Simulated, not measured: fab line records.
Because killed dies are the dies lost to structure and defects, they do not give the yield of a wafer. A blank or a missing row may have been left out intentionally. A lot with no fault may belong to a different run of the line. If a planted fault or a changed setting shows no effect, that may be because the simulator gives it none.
Matching of chambers | flow nand harc | NHARC_A_SLIT_DEP_25 on pecvd-01 has 3 sister chambers
The step deposits SiO2, target thk 200 nm. 6 wafers are shown with their chamber, then 12 later ones without.

## WAFERS WITH THEIR CHAMBER
wafer  | chamber | heater power w (W) | throttle valve pct (%)
L086.6 | 1       | 574                | 16.2
L087.4 | 2       | 491                | 16.6
L087.6 | 0       | 686                | 17.0
L088.4 | 2       | 433                | 16.4
L088.5 | 1       | 569                | 16.3
L088.6 | 0       | 618                | 17.1

## WAFERS WHOSE CHAMBER IS MISSING
wafer  | heater power w (W) | throttle valve pct (%)
L092.1 | 474                | 16.1
L092.2 | 502                | 16.7
L092.3 | 650                | 17.1
L091.1 | 515                | 16.8
L091.4 | 673                | 17.2
L091.5 | 382                | 16.7
L093.1 | 560                | 16.3
L093.4 | 506                | 16.7
L093.5 | 573                | 16.2
L095.2 | 683                | 17.5
L095.4 | 593                | 16.3
L095.6 | 517                | 16.7

## WHICH CHAMBER EACH WENT THROUGH
wafer  | from the rows above     | in truth
L092.1 | can't be placed: 1 or 2 | 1
L092.2 | 2                       | 2
L092.3 | 0                       | 0
L091.1 | can't be placed: 2 or 0 | 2
L091.4 | 0                       | 0
L091.5 | 2                       | 2
L093.1 | 1                       | 1
L093.4 | 2                       | 2
L093.5 | 1                       | 1
L095.2 | 0                       | 0
L095.4 | 1                       | 1
L095.6 | 2                       | 2
10 of 12 placed correctly. Not placeable from these rows: 2 (in 2, the candidates include the true chamber). 0 placed wrongly.
How it was worked out, from the rows above alone: a wafer's distance from a chamber is the root of the sum, over the readings, of the square of ((its reading less the chamber's mean) divided by the reading's scatter). If the next closest chamber is less than 2 further off than the closest, the wafer can't be placed; otherwise it belongs to the closest. For every chamber, the mean is computed from those of its wafers that are shown. The scatter: take each reading less its chamber's mean, square it, sum over the shown wafers, divide by the number of wafers less the number of chambers, and take the root.
